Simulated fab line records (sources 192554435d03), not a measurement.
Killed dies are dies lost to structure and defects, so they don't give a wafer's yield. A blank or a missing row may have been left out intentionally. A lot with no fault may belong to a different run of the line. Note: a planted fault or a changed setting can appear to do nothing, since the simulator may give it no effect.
3 desks, one fault / flow n5_finfet / what lay behind the numbers comes last; until then each desk has only its own

== THE DEFECT DESK ==
Per lot, the means of the sampled wafers with a number show what the inspections along the route counted. The brackets show how far a lot's mean lies from the usual mean; more than 4 standard deviations puts the lot out of limits, marked OUT.
Columns: A = raw_defect_count at N5_BEOL_M9_INSPECT_30, usual 403
lot=L482; first seen here=day 9 14:00; A=470
lot=L486; first seen here=day 10 13:58; A=427
lot=L489; first seen here=day 11 15:30; A=282
lot=L490; first seen here=day 12 03:44; A=407
lot=L499; first seen here=day 14 01:05; A=356
lot=L503; first seen here=day 14 22:54; A=289
Finding of this desk: none of the 6 lots has anything out of limits.

== METROLOGY DESK ==
Lot by lot, what the gauges showed, no matter which tool ran the lot: averages of those sampled wafers that carry a number. The brackets show how far a lot's mean lies from the usual mean; more than 4 standard deviations puts the lot out of limits, marked OUT.
Columns: A = cd_nm at N5_BEOL_M9_CD_MEAS_28, usual 70.05 nm; B = V8_OVL at N5_BEOL_M9_OVL_MEAS_29, usual 0.0 nm
lot=L482; first seen here=day 9 13:55; A=70.06; B=-0.6
lot=L486; first seen here=day 10 13:52; A=69.88; B=-0.3
lot=L489; first seen here=day 11 15:25; A=70.14; B=0.5
lot=L490; first seen here=day 12 03:38; A=70.31; B=-0.2
lot=L499; first seen here=day 14 00:59; A=70.16; B=-1.4
lot=L503; first seen here=day 14 22:49; A=69.86; B=-0.0
Finding of this desk: none of the 6 lots has anything out of limits.

== AT THE TOOL OWNER'S DESK: rie_diel-02 ==
The tool's own readings at N5_BEOL_M9_ETCH_66 (etches SOC in N2/H2, target depth 80 nm, overetch 16 nm, time 120 s): means of the sampled wafers that have a number, for each lot that ran on this tool. The brackets show how far a lot's mean lies from the usual mean; more than 4 standard deviations puts the lot out of limits, marked OUT. Readings shown: 7 out of 8 (the first out of limits, and those lying furthest out on some lot).
Columns: A = chamber_pressure_mTorr at N5_BEOL_M9_ETCH_66, usual 29.999 mTorr; B = drypump_motor_current_A at N5_BEOL_M9_ETCH_66, usual 5.7 A; C = n2_flow_sccm at N5_BEOL_M9_ETCH_66, usual 200.0 sccm; D = rf_vpp_V at N5_BEOL_M9_ETCH_66, usual 523.6 V; E = run_length_s at N5_BEOL_M9_ETCH_66, usual 143.3 s; F = showerhead_plenum_p_Torr at N5_BEOL_M9_ETCH_66, usual 2.53 Torr; G = throttle_valve_pct at N5_BEOL_M9_ETCH_66, usual 17.90 %
lot=L486; first seen here=day 10 14:04; A=30.005; B=5.5; C=199.6; D=522.4; E=143.5; F=2.49; G=17.83
lot=L489; first seen here=day 11 15:37; A=29.978; B=5.8; C=199.3; D=525.1; E=143.5; F=2.56; G=17.71
lot=L499; first seen here=day 14 01:27; A=30.003; B=5.8; C=200.2; D=525.1; E=140.5 (-6.4) OUT; F=2.56; G=17.73
lot=L503; first seen here=day 14 23:01; A=29.997; B=5.6; C=200.4; D=523.2; E=140.7 (-6.0) OUT; F=2.53; G=17.76
This desk's finding: out of limits on L499, L503; first on L499, day 14 01:27 (run_length_s at N5_BEOL_M9_ETCH_66). In limits: L486, L489.

== PUT TOGETHER ==
On L499, L503, at day 14 01:27, an alarm was possible from the tool owner's desk.
Nothing the defect desk looked at was out of limits.
Metrology desk: nothing out of limits seen.
The defect desk has L499, L503 on record, within its limits.
The metrology desk has L499, L503 on record, within its limits.
Of the lots named, all ran N5_BEOL_M9_ETCH_66 on rie_diel-02.

== WHAT THE SIMULATOR PUT IN ==
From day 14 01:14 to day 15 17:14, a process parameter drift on rie_diel-02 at N5_BEOL_M9_ETCH_66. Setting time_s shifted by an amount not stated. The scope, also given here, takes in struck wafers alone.
Shown lots that were struck: L499, L503.
Hours from the fault's start to each desk's first reading out of limits: the tool owner's desk, 0.
